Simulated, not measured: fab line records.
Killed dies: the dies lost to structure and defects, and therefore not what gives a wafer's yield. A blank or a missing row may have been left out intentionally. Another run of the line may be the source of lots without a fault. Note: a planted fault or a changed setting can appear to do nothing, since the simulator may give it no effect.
Matching of chambers :: flow n5Finfet :: N5_HKMG_FIN_CMP_94 on cmp-01: 4 sister chambers
The step polishes, stops on SiNx, t overpolish 4.7 s, target thk 43.299 nm. 20 wafers are shown with their chamber, then 10 later ones without.

## WAFERS WITH THEIR CHAMBER
wafer: L074.4
chamber: 0
motorCurrentA (A): 14.8
slurryFlowMlMin: 150.2

wafer: L074.5
chamber: 2
motorCurrentA (A): 11.9
slurryFlowMlMin: 150.1

wafer: L074.6
chamber: 3
motorCurrentA (A): 12.1
slurryFlowMlMin: 151.1

wafer: L075.2
chamber: 2
motorCurrentA (A): 12.9
slurryFlowMlMin: 150.4

wafer: L075.4
chamber: 3
motorCurrentA (A): 12.3
slurryFlowMlMin: 149.8

wafer: L075.6
chamber: 2
motorCurrentA (A): 12.4
slurryFlowMlMin: 149.6

wafer: L077.1
chamber: 1
motorCurrentA (A): 12.1
slurryFlowMlMin: 150.0

wafer: L077.3
chamber: 2
motorCurrentA (A): 12.5
slurryFlowMlMin: 149.9

wafer: L077.5
chamber: 2
motorCurrentA (A): 12.2
slurryFlowMlMin: 149.4

wafer: L080.1
chamber: 3
motorCurrentA (A): 12.3
slurryFlowMlMin: 149.4

wafer: L080.3
chamber: 1
motorCurrentA (A): 12.4
slurryFlowMlMin: 149.7

wafer: L080.6
chamber: 2
motorCurrentA (A): 12.2
slurryFlowMlMin: 150.0

wafer: L082.2
chamber: 1
motorCurrentA (A): 12.5
slurryFlowMlMin: 150.1

wafer: L082.3
chamber: 0
motorCurrentA (A): 15.1
slurryFlowMlMin: 149.4

wafer: L082.5
chamber: 1
motorCurrentA (A): 11.9
slurryFlowMlMin: 149.9

wafer: L083.1
chamber: 2
motorCurrentA (A): 12.1
slurryFlowMlMin: 150.4

wafer: L083.5
chamber: 0
motorCurrentA (A): 14.3
slurryFlowMlMin: 149.7

wafer: L083.6
chamber: 1
motorCurrentA (A): 11.6
slurryFlowMlMin: 149.9

wafer: L084.1
chamber: 1
motorCurrentA (A): 12.8
slurryFlowMlMin: 150.1

wafer: L084.3
chamber: 0
motorCurrentA (A): 14.8
slurryFlowMlMin: 151.0

SIGNATURES (averages over the wafers above)
reading: motorCurrentA
chamber 0: 14.750
chamber 1: 12.217
chamber 2: 12.314
chamber 3: 12.233
scatter within a chamber: 0.348

reading: slurryFlowMlMin
chamber 0: 150.075
chamber 1: 149.950
chamber 2: 149.971
chamber 3: 150.100
scatter within a chamber: 0.501
Rule: for a wafer and a chamber, the distance is found by dividing, reading by reading, the gap between the wafer's reading and the chamber's mean by the reading's scatter, squaring, summing and taking the root. If the next closest chamber is less than 2 further off than the closest, the wafer can't be placed; otherwise it belongs to the closest. The scatter: the root of (the sum of the squares of (reading less its chamber's mean) over the shown wafers, divided by (wafers less chambers)).

## WAFERS MISSING THEIR CHAMBER
wafer: L084.6
motorCurrentA (A): 12.6
slurryFlowMlMin: 150.6

wafer: L089.1
motorCurrentA (A): 12.9
slurryFlowMlMin: 149.5

wafer: L089.3
motorCurrentA (A): 12.0
slurryFlowMlMin: 150.0

wafer: L089.4
motorCurrentA (A): 14.6
slurryFlowMlMin: 151.2

wafer: L093.1
motorCurrentA (A): 12.7
slurryFlowMlMin: 149.5

wafer: L093.4
motorCurrentA (A): 14.4
slurryFlowMlMin: 149.4

wafer: L093.5
motorCurrentA (A): 12.4
slurryFlowMlMin: 150.2

wafer: L097.1
motorCurrentA (A): 15.3
slurryFlowMlMin: 148.8

wafer: L097.2
motorCurrentA (A): 12.4
slurryFlowMlMin: 149.7

wafer: L097.3
motorCurrentA (A): 11.8
slurryFlowMlMin: 150.1

## WHICH CHAMBER EACH WENT THROUGH
wafer: L084.6
from the rows above: can't be placed: 3 or 2 or 1
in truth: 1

wafer: L089.1
from the rows above: can't be placed: 2 or 1 or 3
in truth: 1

wafer: L089.3
from the rows above: can't be placed: 1 or 3 or 2
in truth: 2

wafer: L089.4
from the rows above: 0
in truth: 0

wafer: L093.1
from the rows above: can't be placed: 2 or 1 or 3
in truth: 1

wafer: L093.4
from the rows above: 0
in truth: 0

wafer: L093.5
from the rows above: can't be placed: 2 or 3 or 1
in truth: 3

wafer: L097.1
from the rows above: 0
in truth: 0

wafer: L097.2
from the rows above: can't be placed: 2 or 1 or 3
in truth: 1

wafer: L097.3
from the rows above: can't be placed: 1 or 3 or 2
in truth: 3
3 of 10 placed correctly. Cannot be placed on the basis of these rows: 7; the candidates contain the true chamber in 7. 0 placed wrongly.
